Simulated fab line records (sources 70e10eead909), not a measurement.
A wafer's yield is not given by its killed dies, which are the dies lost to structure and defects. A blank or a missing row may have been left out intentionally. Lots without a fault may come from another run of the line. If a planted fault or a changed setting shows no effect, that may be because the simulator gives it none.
Matching of chambers    flow nand-harc    NHARC_A_M1_PRE_CLEAN_32 on pecvd-04 has 3 sister chambers
The step time 12 s. 6 wafers are shown with their chamber, then 9 later ones without.

== WAFERS, EACH WITH ITS CHAMBER ==
wafer   chamber  heater-power-w (W)  heater-power-outer-w (W)
L089.3  2        641                 328
L089.4  2        618                 326
L089.5  1        660                 392
L089.1  0        715                 399
L089.2  1        648                 388
L089.6  0        705                 403

== WAFERS WITH NO CHAMBER GIVEN ==
wafer   heater-power-w (W)  heater-power-outer-w (W)
L091.1  643                 360
L091.2  590                 306
L091.6  661                 385
L094.2  595                 316
L094.3  615                 373
L094.5  644                 378
L094.1  668                 380
L094.4  632                 373
L094.6  603                 305

== EACH ONE'S CHAMBER ==
wafer    from the rows above       in truth
L091.1   can't be placed: 1 or 2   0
L091.2   2                         2
L091.6   1                         1
L094.2   2                         2
L094.3   1                         1
L094.5   1                         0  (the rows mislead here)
L094.1   1                         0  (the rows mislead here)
L094.4   1                         1
L094.6   2                         2
Correctly placed: 6 of 9. Cannot be placed on the basis of these rows: 1; the candidates contain the true chamber in 0. Wrongly placed: 2.
How it was worked out, from the rows above alone: a wafer's distance from a chamber is the root of the sum, over the readings, of the square of ((its reading less the chamber's mean) divided by the reading's scatter). The wafer belongs to the nearest chamber; if the next one is less than 2 further off, it can't be placed. A chamber's mean is the mean of its shown wafers. The scatter: take each reading less its chamber's mean, square it, sum over the shown wafers, divide by the number of wafers less the number of chambers, and take the root.
